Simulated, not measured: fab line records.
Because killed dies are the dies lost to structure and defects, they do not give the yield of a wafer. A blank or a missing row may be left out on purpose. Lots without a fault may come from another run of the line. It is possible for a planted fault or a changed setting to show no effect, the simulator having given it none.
Which tool was responsible? + flow n5 finfet + route of 1938 steps, sampled at 1 step: 11 lots, 33 wafers

== WHAT THE GAUGES SHOWED, per wafer ==
N5_BEOL_M1_OVL_MEAS_29.
| lot  | measured     | on         | V0_OVL (nm)    |
|------|--------------|------------|----------------|
| L075 | day 6 11:18  | overlay-02 | 1.5 0.4 0.3    |
| L077 | day 6 21:25  | overlay-01 | 0.5 0.0 0.0    |
| L079 | day 7 13:40  | overlay-01 | -0.7 -0.1 -0.4 |
| L081 | day 7 19:14  | overlay-01 | -0.3 -0.6 0.5  |
| L085 | day 9 03:07  | overlay-01 | 0.2 -0.3 0.4   |
| L087 | day 9 14:42  | overlay-02 | -0.4 -1.5 -0.7 |
| L089 | day 10 04:12 | overlay-02 | 0.7 -0.3 1.0   |
| L092 | day 10 11:46 | overlay-01 | 0.5 -0.7 0.5   |
| L093 | day 10 22:56 | overlay-02 | 1.5 1.0 1.3    |
| L095 | day 11 05:00 | overlay-02 | -1.3 -0.5 -1.0 |
| L097 | day 12 05:06 | overlay-02 | -1.2 -0.3 -0.2 |

== TOOL THAT RAN EACH LOT (tool first, then ch and the chambers of the sampled wafers, then the start) ==
Record: no process step prior to these readings.

== THE ANSWER, worked out from the rows above alone ==
Rule: the lots themselves supply what counts as usual. The widest of any qualifying gaps counts: lots, ordered by their means at a reading, are off when they make up no more than a third of the lots, leave a main group of 4 or more, and stand apart from it by 3 or more times the standard deviation of that group's means. A main group is skipped when, at the precision printed for the reading in the tables above, its means are all equal. A lot without any number at a reading at which 4 lots or more have one is off too. Any other lot the step has rows for is counted as sound.
Across all readings shown, no lot is off: no conclusion can be drawn from this.

== WHAT THE SIMULATOR PUT IN ==
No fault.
